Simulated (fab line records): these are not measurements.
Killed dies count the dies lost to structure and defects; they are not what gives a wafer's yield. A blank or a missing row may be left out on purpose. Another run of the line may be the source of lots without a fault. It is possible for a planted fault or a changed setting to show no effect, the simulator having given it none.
Matching of chambers :: flow n5 finfet :: N5_BEOL_M10_CMP_52 on cmp-01 has 4 sister chambers
The step polishes, stops on SiCOH lowk, t overpolish 7 s, target thk 140 nm. 16 wafers are shown with their chamber, then 8 later ones without.

## WAFERS PAIRED WITH THEIR CHAMBERS
wafer: L078.2
chamber: 1
time to endpoint s (s): 72
motor current A (A): 5.5
barrier field endpoint s (s): 30.3

wafer: L078.3
chamber: 0
time to endpoint s (s): 72
motor current A (A): 5.7
barrier field endpoint s (s): 29.7

wafer: L078.6
chamber: 0
time to endpoint s (s): 72
motor current A (A): 5.9
barrier field endpoint s (s): 30.0

wafer: L080.4
chamber: 0
time to endpoint s (s): 72
motor current A (A): 6.2
barrier field endpoint s (s): 30.0

wafer: L080.5
chamber: 2
time to endpoint s (s): 69
motor current A (A): 5.8
barrier field endpoint s (s): 29.7

wafer: L080.6
chamber: 3
time to endpoint s (s): 68
motor current A (A): 5.9
barrier field endpoint s (s): 30.4

wafer: L079.1
chamber: 2
time to endpoint s (s): 69
motor current A (A): 5.5
barrier field endpoint s (s): 29.7

wafer: L079.4
chamber: 3
time to endpoint s (s): 64
motor current A (A): 5.7
barrier field endpoint s (s): 29.3

wafer: L079.6
chamber: 2
time to endpoint s (s): 69
motor current A (A): 6.0
barrier field endpoint s (s): 30.1

wafer: L081.3
chamber: 3
time to endpoint s (s): 68
motor current A (A): 6.1
barrier field endpoint s (s): 28.8

wafer: L081.4
chamber: 0
time to endpoint s (s): 73
motor current A (A): 5.9
barrier field endpoint s (s): 30.2

wafer: L081.5
chamber: 3
time to endpoint s (s): 72
motor current A (A): 5.9
barrier field endpoint s (s): 29.7

wafer: L084.1
chamber: 2
time to endpoint s (s): 72
motor current A (A): 5.7
barrier field endpoint s (s): 29.3

wafer: L084.2
chamber: 3
time to endpoint s (s): 66
motor current A (A): 5.7
barrier field endpoint s (s): 29.3

wafer: L084.6
chamber: 0
time to endpoint s (s): 72
motor current A (A): 5.9
barrier field endpoint s (s): 30.4

wafer: L087.1
chamber: 3
time to endpoint s (s): 65
motor current A (A): 6.1
barrier field endpoint s (s): 28.1

SIGNATURES (averages over the wafers above)
reading: time to endpoint s
chamber 0: 72.20
chamber 1: 72.00
chamber 2: 69.75
chamber 3: 67.17
scatter within a chamber: 2.01

reading: motor current A
chamber 0: 5.920
chamber 1: 5.500
chamber 2: 5.750
chamber 3: 5.900
scatter within a chamber: 0.187

reading: barrier field endpoint s
chamber 0: 30.060
chamber 1: 30.300
chamber 2: 29.700
chamber 3: 29.267
scatter within a chamber: 0.551
Rule: for each reading, subtract the chamber's mean from the wafer's reading, divide by that reading's scatter and square the result; add these up over the readings and take the root, which gives the wafer's distance from the chamber. The wafer belongs to the nearest chamber; if the next one is less than 2 further off, it can't be placed. The scatter is the square root of a quotient: the sum, over the shown wafers, of each reading's squared deviation from its chamber's mean, divided by wafers minus chambers.

## WAFERS WITHOUT THEIR CHAMBER
wafer: L087.5
time to endpoint s (s): 66
motor current A (A): 5.8
barrier field endpoint s (s): 29.9

wafer: L087.6
time to endpoint s (s): 72
motor current A (A): 5.7
barrier field endpoint s (s): 30.3

wafer: L092.2
time to endpoint s (s): 71
motor current A (A): 5.8
barrier field endpoint s (s): 29.0

wafer: L092.4
time to endpoint s (s): 65
motor current A (A): 6.1
barrier field endpoint s (s): 28.5

wafer: L092.6
time to endpoint s (s): 69
motor current A (A): 5.4
barrier field endpoint s (s): 29.4

wafer: L094.1
time to endpoint s (s): 70
motor current A (A): 5.8
barrier field endpoint s (s): 28.8

wafer: L094.2
time to endpoint s (s): 69
motor current A (A): 6.0
barrier field endpoint s (s): 29.0

wafer: L094.6
time to endpoint s (s): 74
motor current A (A): 5.9
barrier field endpoint s (s): 29.8

## CHAMBER TAKEN BY EACH
wafer: L087.5
from the rows above: can't be placed: 3 or 2 or 0
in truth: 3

wafer: L087.6
from the rows above: can't be placed: 1 or 0 or 2
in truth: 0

wafer: L092.2
from the rows above: can't be placed: 2 or 3 or 0 or 1
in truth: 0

wafer: L092.4
from the rows above: can't be placed: 3 or 2
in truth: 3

wafer: L092.6
from the rows above: can't be placed: 2 or 1 or 3 or 0
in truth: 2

wafer: L094.1
from the rows above: can't be placed: 2 or 3 or 0 or 1
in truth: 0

wafer: L094.2
from the rows above: can't be placed: 3 or 2 or 0
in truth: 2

wafer: L094.6
from the rows above: can't be placed: 0 or 2 or 1
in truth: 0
Correct placement for 0 of the 8. Cannot be placed on the basis of these rows: 8; the candidates contain the true chamber in 8. Wrongly placed: 0.
